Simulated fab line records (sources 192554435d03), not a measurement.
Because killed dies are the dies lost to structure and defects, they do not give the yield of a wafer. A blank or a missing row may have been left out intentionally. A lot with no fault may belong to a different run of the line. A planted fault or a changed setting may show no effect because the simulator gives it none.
Split-lot trial / flow n5Finfet / 21 wafers read across 7 lots, on a route 1938 steps long

## SPLIT DETAILS
At N5_BEOL_M0_DEP_125 (deposits SiCN from 3MS/NH3, target thk 8 nm, time 14 s), the setting timeS was moved away from the recipe's 14 s on 7 of the 21 wafers read, by -13.2% to +13.9%. This setting was run at the recipe's value on the other wafers.

The split's own step is where the reading is taken.

## THE READING
SiCN_of_BEOL_M0_DEP_125.thkNm (the simulator's own value, which no gauge read), in nm, at N5_BEOL_M0_DEP_125 (deposits SiCN from 3MS/NH3, target thk 8 nm, time 14 s). The file gives no usual value for it. Here, 14 wafers ran the recipe; their average is 7.9 nm with a standard deviation of 0.15 nm.

wafer=L074.1; tool, chamber at the split=pecvd-02, 0,1; timeS as run, s=14; against the recipe=recipe; SiCN_of_BEOL_M0_DEP_125.thkNm, nm=8; against lot-mates on the recipe=-
wafer=L074.2; tool, chamber at the split=pecvd-02, 0,1; timeS as run, s=14; against the recipe=recipe; SiCN_of_BEOL_M0_DEP_125.thkNm, nm=8; against lot-mates on the recipe=-
wafer=L074.3; tool, chamber at the split=pecvd-02, 2; timeS as run, s=14; against the recipe=recipe; SiCN_of_BEOL_M0_DEP_125.thkNm, nm=7.8; against lot-mates on the recipe=-
wafer=L076.1; tool, chamber at the split=pecvd-02, 0; timeS as run, s=14; against the recipe=recipe; SiCN_of_BEOL_M0_DEP_125.thkNm, nm=7.6; against lot-mates on the recipe=-
wafer=L076.5; tool, chamber at the split=pecvd-02, 2,0; timeS as run, s=12.7; against the recipe=-9.3%; SiCN_of_BEOL_M0_DEP_125.thkNm, nm=7.2; against lot-mates on the recipe=-0.4
wafer=L076.6; tool, chamber at the split=pecvd-02, 2,0; timeS as run, s=12.7; against the recipe=-9.3%; SiCN_of_BEOL_M0_DEP_125.thkNm, nm=7.2; against lot-mates on the recipe=-0.4
wafer=L080.2; tool, chamber at the split=pecvd-03, 0; timeS as run, s=14; against the recipe=recipe; SiCN_of_BEOL_M0_DEP_125.thkNm, nm=8; against lot-mates on the recipe=-
wafer=L080.4; tool, chamber at the split=pecvd-03, 2; timeS as run, s=15.94; against the recipe=+13.9%; SiCN_of_BEOL_M0_DEP_125.thkNm, nm=9.2; against lot-mates on the recipe=+1.1
wafer=L080.5; tool, chamber at the split=pecvd-03, 1; timeS as run, s=14; against the recipe=recipe; SiCN_of_BEOL_M0_DEP_125.thkNm, nm=8.2; against lot-mates on the recipe=-
wafer=L090.2; tool, chamber at the split=pecvd-02, 0; timeS as run, s=12.21; against the recipe=-12.8%; SiCN_of_BEOL_M0_DEP_125.thkNm, nm=6.6; against lot-mates on the recipe=-1.3
wafer=L090.3; tool, chamber at the split=pecvd-02, 2; timeS as run, s=14; against the recipe=recipe; SiCN_of_BEOL_M0_DEP_125.thkNm, nm=7.8; against lot-mates on the recipe=-
wafer=L090.4; tool, chamber at the split=pecvd-02, 2; timeS as run, s=14; against the recipe=recipe; SiCN_of_BEOL_M0_DEP_125.thkNm, nm=8; against lot-mates on the recipe=-
wafer=L089.2; tool, chamber at the split=pecvd-01, 1,2,2; timeS as run, s=14; against the recipe=recipe; SiCN_of_BEOL_M0_DEP_125.thkNm, nm=7.8; against lot-mates on the recipe=-
wafer=L089.4; tool, chamber at the split=pecvd-01, 1,2,2; timeS as run, s=14; against the recipe=recipe; SiCN_of_BEOL_M0_DEP_125.thkNm, nm=7.8; against lot-mates on the recipe=-
wafer=L089.6; tool, chamber at the split=pecvd-01, 1,2,2; timeS as run, s=14; against the recipe=recipe; SiCN_of_BEOL_M0_DEP_125.thkNm, nm=7.8; against lot-mates on the recipe=-
wafer=L092.1; tool, chamber at the split=pecvd-02, 1; timeS as run, s=12.15; against the recipe=-13.2%; SiCN_of_BEOL_M0_DEP_125.thkNm, nm=6.8; against lot-mates on the recipe=-1.2
wafer=L092.2; tool, chamber at the split=pecvd-02, 2; timeS as run, s=12.15; against the recipe=-13.2%; SiCN_of_BEOL_M0_DEP_125.thkNm, nm=7; against lot-mates on the recipe=-1.0
wafer=L092.6; tool, chamber at the split=pecvd-02, 2; timeS as run, s=14; against the recipe=recipe; SiCN_of_BEOL_M0_DEP_125.thkNm, nm=8; against lot-mates on the recipe=-
wafer=L093.2; tool, chamber at the split=pecvd-01, 2; timeS as run, s=14; against the recipe=recipe; SiCN_of_BEOL_M0_DEP_125.thkNm, nm=8; against lot-mates on the recipe=-
wafer=L093.3; tool, chamber at the split=pecvd-01, 1; timeS as run, s=14; against the recipe=recipe; SiCN_of_BEOL_M0_DEP_125.thkNm, nm=7.8; against lot-mates on the recipe=-
wafer=L093.6; tool, chamber at the split=pecvd-01, 1; timeS as run, s=14.62; against the recipe=+4.4%; SiCN_of_BEOL_M0_DEP_125.thkNm, nm=8.2; against lot-mates on the recipe=+0.3
When a row names more than one chamber, that row covers several wafers, and the file does not tell which wafer ran in which chamber.

THE FIT
A straight line over all 21 wafers: SiCN_of_BEOL_M0_DEP_125.thkNm changes by +0.0846 nm for each +1% of timeS; r = +0.97; the points scatter about the line by 0.15 nm.
The same after taking each lot's own level away (the mean of its wafers on the recipe; 21 wafers): +0.0781 nm for each +1%; r = +0.96; scatter 0.15 nm.
Per that fit: largest timeS move, reading shift of 1.1 nm.
Measured against the standard deviation above, the lots' own levels, which go from 7.60 to 8.10 nm, span 3.4 times it.
So the lot-to-lot level changes the slope little: the two slopes agree.
Check: for one of the wafers moved furthest among these (+13.9%), held out of the fit, the line's prediction against its lot-mates is +1.09 nm. Against them it came out at +1.1 nm.

## OTHER SPLITS APPLIED TO THESE WAFERS
Before the reading, these wafers also passed through other splits. Each is held against what the fit with the lots' levels taken away leaves over:
other split on the same wafers=N5_HKMG_FIN_ETCH_55 biasW; wafers away from the commonest value=5; r with SiCN_of_BEOL_M0_DEP_125.thkNm (lot level and that fit taken away)=+0.05
other split on the same wafers=N5_GATE_CUT_EXPOSE_10 doseMj; wafers away from the commonest value=8; r with SiCN_of_BEOL_M0_DEP_125.thkNm (lot level and that fit taken away)=+0.13
other split on the same wafers=N5_GATE_CUT_ALD_22 aldCycles; wafers away from the commonest value=4; r with SiCN_of_BEOL_M0_DEP_125.thkNm (lot level and that fit taken away)=+0.04
other split on the same wafers=N5_MOL_CONTACT_COAG_COAT_34 spinRpm; wafers away from the commonest value=5; r with SiCN_of_BEOL_M0_DEP_125.thkNm (lot level and that fit taken away)=+0.02
other split on the same wafers=N5_MOL_CONTACT_COAG_ALD_133 aldCycles; wafers away from the commonest value=11; r with SiCN_of_BEOL_M0_DEP_125.thkNm (lot level and that fit taken away)=+0.49
other split on the same wafers=N5_BEOL_M0_ETCH_109 biasW; wafers away from the commonest value=5; r with SiCN_of_BEOL_M0_DEP_125.thkNm (lot level and that fit taken away)=-0.30

## FILE'S OWN FIT
SiCN_of_BEOL_M0_DEP_125.thkNm changes by +0.0809 nm for each +1% of timeS, r = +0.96.
